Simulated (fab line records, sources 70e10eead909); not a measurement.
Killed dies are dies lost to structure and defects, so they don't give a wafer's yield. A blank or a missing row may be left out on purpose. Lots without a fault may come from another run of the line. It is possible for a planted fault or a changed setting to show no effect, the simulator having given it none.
Which of the tools did it?    flow nand_harc    Sampling: 24 lots, 72 wafers, 2 of 1302 route steps

== WHAT THE GAUGES READ, wafer by wafer ==
NHARC_A_ONON_D2_THK_MEAS_24: measures by ellipsometry. Usual: thk_nm at 1004 nm, with a standard deviation of 10.
lot   measured      on             thk_nm (nm)     flag
L074  day 12 17:20  film_metro-02  1000 996 997    
L075  day 13 10:28  film_metro-02  980 981 983     
L076  day 14 01:37  film_metro-02  997 995 998     
L077  day 14 05:14  film_metro-01  1011 1006 1007  
L079  day 14 19:22  film_metro-01  1015 1016 1017  
L078  day 14 19:22  film_metro-02  1006 1006 1004  
L080  day 15 15:08  film_metro-02  1020 1020 1020  
L081  day 16 02:13  film_metro-02  1010 1010 1010  
L082  day 16 12:18  film_metro-02  1011 1011 1011  
L083  day 16 20:11  film_metro-01  1020 1021 1023  
L085  day 17 15:49  film_metro-01  1011 1011 1013  
L084  day 17 15:50  film_metro-02  1010 1011 1011  
L086  day 17 19:32  film_metro-02  1005 1004 1004  
L088  day 18 22:28  film_metro-02  995 995 994     
L087  day 18 22:29  film_metro-01  1000 1001 1001  
L089  day 19 04:40  film_metro-02  1013 1013 1012  
L090  day 19 04:40  film_metro-01  988 987 987     
L091  day 19 16:55  film_metro-02  1000 997 1000   
L092  day 20 15:16  film_metro-02  1009 1007 1008  
L094  day 20 23:58  film_metro-01  987 989 988     
L093  day 20 23:59  film_metro-02  1005 1006 1005  
L095  day 21 19:32  film_metro-02  1016 1017 1016  
L097  day 22 10:23  film_metro-01  1005 1007 1006  
L096  day 22 10:23  film_metro-02  998 998 996     

NHARC_A_ONON_D2_INSPECT_32. Usual: raw_defect_count at 347, with a standard deviation of 120.
lot   measured      on                 raw_defect_count  flag
L074  day 12 19:10  defect_inspect-02  249 184 211       
L075  day 13 12:08  defect_inspect-01  337 296 656       
L076  day 14 03:19  defect_inspect-02  411 357 301       
L077  day 14 07:19  defect_inspect-02  415 442 405       
L079  day 14 21:01  defect_inspect-01  269 394 324       
L078  day 14 21:10  defect_inspect-01  318 226 199       
L080  day 15 16:49  defect_inspect-02  409 378 211       
L081  day 16 03:54  defect_inspect-02  351 285 288       
L082  day 16 13:58  defect_inspect-02  235 425 383       
L083  day 16 21:50  defect_inspect-02  269 713 325       
L085  day 17 17:29  defect_inspect-01  423 781 618       
L084  day 17 17:30  defect_inspect-01  232 223 418       
L086  day 17 21:23  defect_inspect-01  238 251 350       
L088  day 19 00:08  defect_inspect-01  234 212 283       
L087  day 19 00:14  defect_inspect-02  226 293 440       
L089  day 19 06:19  defect_inspect-01  567 639 271       
L090  day 19 06:23  defect_inspect-02  396 279 387       
L091  day 19 18:35  defect_inspect-02  236 189 473       
L092  day 20 16:58  defect_inspect-01  428 360 230       
L094  day 21 01:38  defect_inspect-01  423 298 330       
L093  day 21 01:39  defect_inspect-02  143 143 259       
L095  day 21 21:13  defect_inspect-01  322 493 614       
L097  day 22 12:05  defect_inspect-01  319 306 324       
L096  day 22 12:05  defect_inspect-02  313 442 542       

== TOOL THAT RAN EACH LOT (tool first, then ch and the chambers of the sampled wafers, then the start) ==
Before these readings, the record contains no process step.

== WHAT THE TOOLS THEMSELVES READ (means of the sampled wafers that have a number; where no wafer has one, the mark that the record gives instead) ==
The record holds no such reading with a usual standard deviation.

== THE ANSWER, worked out from the rows above alone ==
Rule: take the mean of a lot's wafers that have a number; if it is more than 3 standard deviations from the usual mean, the lot is off. Also off: a lot with no number at a reading for which 4 or more lots have one. Where the step has rows for the other lots, those lots are counted as sound. The gauges are gone through in route order, then the tools' own readings, and for those a lot's mean is taken as printed above. The first step at which some lot is off is used, and at that step the reading that is off furthest; a lot without a number counts as furthest.
Across all readings shown, no lot is off: no conclusion can be drawn from this.

== WHAT HAD BEEN PUT IN BY THE SIMULATOR ==
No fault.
